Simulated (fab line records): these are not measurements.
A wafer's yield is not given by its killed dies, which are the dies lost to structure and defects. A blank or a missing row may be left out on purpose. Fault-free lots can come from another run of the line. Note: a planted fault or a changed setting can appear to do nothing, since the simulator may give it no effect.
A lot that was struck, set against a sound lot -- flow nand-harc -- 14 out of 1159 route steps
Sound: the wafers L558.2, L558.3, L558.4. Struck: wafers L565.3, L565.4, L565.6. The cause is named last.
Per side, at each step with rows, come the tool, then ch with its chambers, and then its first start. Under that, the readings that differ: sound wafers -- struck wafers -- difference of the means -- sigmas: that difference in standard deviations of wafers without a fault.
alike: a reading whose means differ by less than 2 such deviations, as well as words and numbers matching on both sides. not compared: withheld readings; readings where some wafer has no value; bounds like >300 that might hide an equal value; numbers whose values overlap and for which the record gives no deviation.
Wherever a step has rows on one side only, a row that says differs or no value, or a row with sigmas, the two part there. Numbers that have no deviation but don't overlap get no sigmas and don't part them. A reading missing from all wafers of one side parts the sides only when that side holds two or more wafers.

NHARC_A_SGD_CUT_INSPECT_11:
  sound on defect-inspect-01, day 15 03:02; struck on defect-inspect-02, day 16 17:29
  alike: raw-defect-count
NHARC_A_SGD_CUT_DESCUM_14: chemistry O2, time 3 s.
  sound on rie-diel-02 ch 0,1,2, day 15 03:05; struck on rie-diel-09 ch 1,2, day 16 17:33
reading,sound,struck,difference,sigmas
drypump-motor-current-A (A),5.2 5.7 5.0,6.2 6.5 6.2,+1.0,+2
  alike: oes-product-au, rf-vpp-V, showerhead-plenum-p-Torr, throttle-valve-pct
  not compared: rf-hours-counter-h
NHARC_A_SGD_CUT_ETCH_58: etches the open film in CF4, target depth 39 nm, time 65 s.
  sound on rie-diel-02 ch 0,2,3, day 15 03:10; struck on rie-diel-09 ch 1,2,3, day 16 17:39
  alike: drypump-motor-current-A, oes-product-au, rf-vpp-V, showerhead-plenum-p-Torr, throttle-valve-pct
  not compared: rf-hours-counter-h
NHARC_A_SGD_CUT_ETCH_59: etches the open film in N2/H2, target depth 260 nm, time 406.25 s.
  sound: rie-diel-02 ch 0,1,3; struck: rie-diel-09 ch 0,1
  alike: drypump-motor-current-A, oes-product-au, rf-vpp-V, showerhead-plenum-p-Torr, throttle-valve-pct
  not compared: rf-hours-counter-h
NHARC_A_SGD_CUT_ETCH_15: etches the open film in CH3F/O2, target depth 75 nm, time 64.3 s.
  sound: rie-diel-02 ch 0,1,2; struck: rie-diel-09 ch 1,2,3
  alike: drypump-motor-current-A, oes-product-au, rf-vpp-V, showerhead-plenum-p-Torr, throttle-valve-pct
  not compared: rf-hours-counter-h
NHARC_A_SGD_CUT_ETCH_16: etches the open film in C4F8/O2/Ar, target depth 310.5 nm, time 155.2 s.
  sound: rie-diel-02 ch 0,1,2; struck: rie-diel-09 ch 0,1,2
  alike: oes-product-au, rf-vpp-V
  not compared: rf-hours-counter-h
then, 6 steps without rows for these wafers: NHARC_A_SGD_CUT_STRIP_60 (strips in C4F8/O2/Ar); NHARC_A_SGD_CUT_STRIP_17 (strips in O2); NHARC_A_SGD_CUT_PRECLEAN_18 (cleans in SC1); NHARC_A_SGD_CUT_SRD_19; NHARC_A_SGD_CUT_DEP_20 (deposits SiO2, target thk 150 nm); NHARC_A_SGD_CUT_ANNEAL_27 (time 1800 s).
NHARC_A_SGD_CUT_CMP_21: polishes, target thk 148.19 nm.
  sound on cmp-01 ch 0,1,3, day 15 10:11; struck on cmp-04 ch 1,2,3, day 16 23:41
  no value came back on the struck wafers for edge-zone-pressure-frac, motor-current-A (A), time-to-endpoint-s (s); on the sound wafers edge-zone-pressure-frac reads 1.000 1.007 1.002
-- record jumps: 5 days between struck wafers' starts before vs after; left off in module A_SGD_CUT, resumes in module END, first step shown is number 1159 of the route --
NHARC_END_SORT_01:
  the record has rows for the struck wafers here (prober-01 ch 0, day 22 03:31) and none for the sound ones

## WHERE THEY PART
At NHARC_A_SGD_CUT_DESCUM_14 first; at NHARC_END_SORT_01 last (within this record only).

WHY: whatever the simulator had introduced
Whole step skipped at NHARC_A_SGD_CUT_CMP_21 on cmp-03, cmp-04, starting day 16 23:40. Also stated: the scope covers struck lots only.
